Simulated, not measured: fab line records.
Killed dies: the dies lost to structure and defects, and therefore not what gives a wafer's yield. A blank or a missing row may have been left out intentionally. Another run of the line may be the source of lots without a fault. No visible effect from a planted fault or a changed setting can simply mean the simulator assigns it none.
Chamber matching	flow nand-harc	cmp-01 running NHARC_A_M1_CMP_23: 4 sister chambers
The step polishes, t overpolish 20 s, target thk 154.34 nm. 7 wafers are shown with their chamber, then 7 later ones without.

WAFERS WITH THEIR CHAMBER
wafer	chamber	motor-current-A (A)	time-to-endpoint-s (s)
L415.3	1	11.9	28.0
L424.4	2	10.7	30.3
L424.5	3	10.4	27.4
L426.1	3	11.5	27.6
L426.2	2	10.7	30.4
L425.3	0	9.7	31.2
L425.5	0	9.4	28.0

WAFERS WHOSE CHAMBER IS MISSING
wafer	motor-current-A (A)	time-to-endpoint-s (s)
L425.6	11.7	30.4
L429.2	9.4	28.5
L429.4	10.9	27.7
L429.6	10.7	27.7
L433.1	10.7	27.4
L433.2	11.5	24.6
L433.5	11.5	24.4

THE CHAMBER EACH PASSED THROUGH
wafer	from the rows above	in truth
L425.6	can't be placed: 1 or 2 or 3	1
L429.2	0	0
L429.4	can't be placed: 3 or 2 or 1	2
L429.6	can't be placed: 3 or 2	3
L433.1	can't be placed: 3 or 2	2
L433.2	can't be placed: 3 or 1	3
L433.5	can't be placed: 3 or 1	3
Correct placement for 1 of the 7. From these rows, 6 cannot be placed; in 6 the true chamber is one of the candidates. Placed wrongly: 0.
How it was worked out, from the rows above alone: a wafer's distance from a chamber is the root of the sum, over the readings, of the square of ((its reading less the chamber's mean) divided by the reading's scatter). If the next closest chamber is less than 2 further off than the closest, the wafer can't be placed; otherwise it belongs to the closest. A chamber's mean is the mean of its shown wafers. The scatter: the root of (the sum of the squares of (reading less its chamber's mean) over the shown wafers, divided by (wafers less chambers)).
